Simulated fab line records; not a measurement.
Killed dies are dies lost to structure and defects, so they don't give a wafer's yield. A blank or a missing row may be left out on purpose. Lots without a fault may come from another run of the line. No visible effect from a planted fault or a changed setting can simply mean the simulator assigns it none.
Chamber matching :: flow n5_finfet :: N5_SDB_ETCH_17 on rie_diel-05 has 4 sister chambers
The step etches SiARC in CF4, target depth 23.4 nm, time 39 s. 8 wafers are shown with their chamber, then 10 later ones without.

EACH WAFER AND ITS CHAMBER
wafer: L074.5
chamber: 0
showerhead_plenum_p_Torr (Torr): 2.19
drypump_motor_current_A (A): 6.3

wafer: L080.3
chamber: 0
showerhead_plenum_p_Torr (Torr): 2.19
drypump_motor_current_A (A): 6.3

wafer: L080.5
chamber: 3
showerhead_plenum_p_Torr (Torr): 2.22
drypump_motor_current_A (A): 6.6

wafer: L081.1
chamber: 2
showerhead_plenum_p_Torr (Torr): 2.21
drypump_motor_current_A (A): 5.7

wafer: L081.2
chamber: 1
showerhead_plenum_p_Torr (Torr): 2.03
drypump_motor_current_A (A): 5.4

wafer: L081.4
chamber: 3
showerhead_plenum_p_Torr (Torr): 2.22
drypump_motor_current_A (A): 6.6

wafer: L083.2
chamber: 2
showerhead_plenum_p_Torr (Torr): 2.20
drypump_motor_current_A (A): 5.8

wafer: L083.3
chamber: 1
showerhead_plenum_p_Torr (Torr): 2.03
drypump_motor_current_A (A): 5.4

WAFERS WITHOUT THEIR CHAMBER
wafer: L083.4
showerhead_plenum_p_Torr (Torr): 2.03
drypump_motor_current_A (A): 5.4

wafer: L088.2
showerhead_plenum_p_Torr (Torr): 2.18
drypump_motor_current_A (A): 6.3

wafer: L088.5
showerhead_plenum_p_Torr (Torr): 2.20
drypump_motor_current_A (A): 5.7

wafer: L088.6
showerhead_plenum_p_Torr (Torr): 2.21
drypump_motor_current_A (A): 6.6

wafer: L093.1
showerhead_plenum_p_Torr (Torr): 2.21
drypump_motor_current_A (A): 6.7

wafer: L093.4
showerhead_plenum_p_Torr (Torr): 2.28
drypump_motor_current_A (A): 5.4

wafer: L093.5
showerhead_plenum_p_Torr (Torr): 2.21
drypump_motor_current_A (A): 6.7

wafer: L096.3
showerhead_plenum_p_Torr (Torr): 2.18
drypump_motor_current_A (A): 6.3

wafer: L096.4
showerhead_plenum_p_Torr (Torr): 2.28
drypump_motor_current_A (A): 5.4

wafer: L096.6
showerhead_plenum_p_Torr (Torr): 2.19
drypump_motor_current_A (A): 5.8

WHICH CHAMBER EACH ONE RAN IN
wafer: L083.4
from the rows above: 1
in truth: 1

wafer: L088.2
from the rows above: 0
in truth: 0

wafer: L088.5
from the rows above: 2
in truth: 2

wafer: L088.6
from the rows above: 3
in truth: 3

wafer: L093.1
from the rows above: 3
in truth: 3

wafer: L093.4
from the rows above: 2
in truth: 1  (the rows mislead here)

wafer: L093.5
from the rows above: 3
in truth: 3

wafer: L096.3
from the rows above: 0
in truth: 0

wafer: L096.4
from the rows above: 2
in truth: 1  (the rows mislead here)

wafer: L096.6
from the rows above: 2
in truth: 2
Placed correctly: 8 of 10. Not placeable from these rows: 0. Placed wrongly: 2.
How it was worked out, from the rows above alone: a wafer's distance from a chamber is the root of the sum, over the readings, of the square of ((its reading less the chamber's mean) divided by the reading's scatter). The wafer belongs to the nearest chamber; if the next one is less than 2 further off, it can't be placed. The mean given for a chamber averages the wafers shown for that chamber. How the scatter is found: for the shown wafers, subtract from each reading the mean of its chamber, square and add these, divide the total by (wafers less chambers), then take the root.
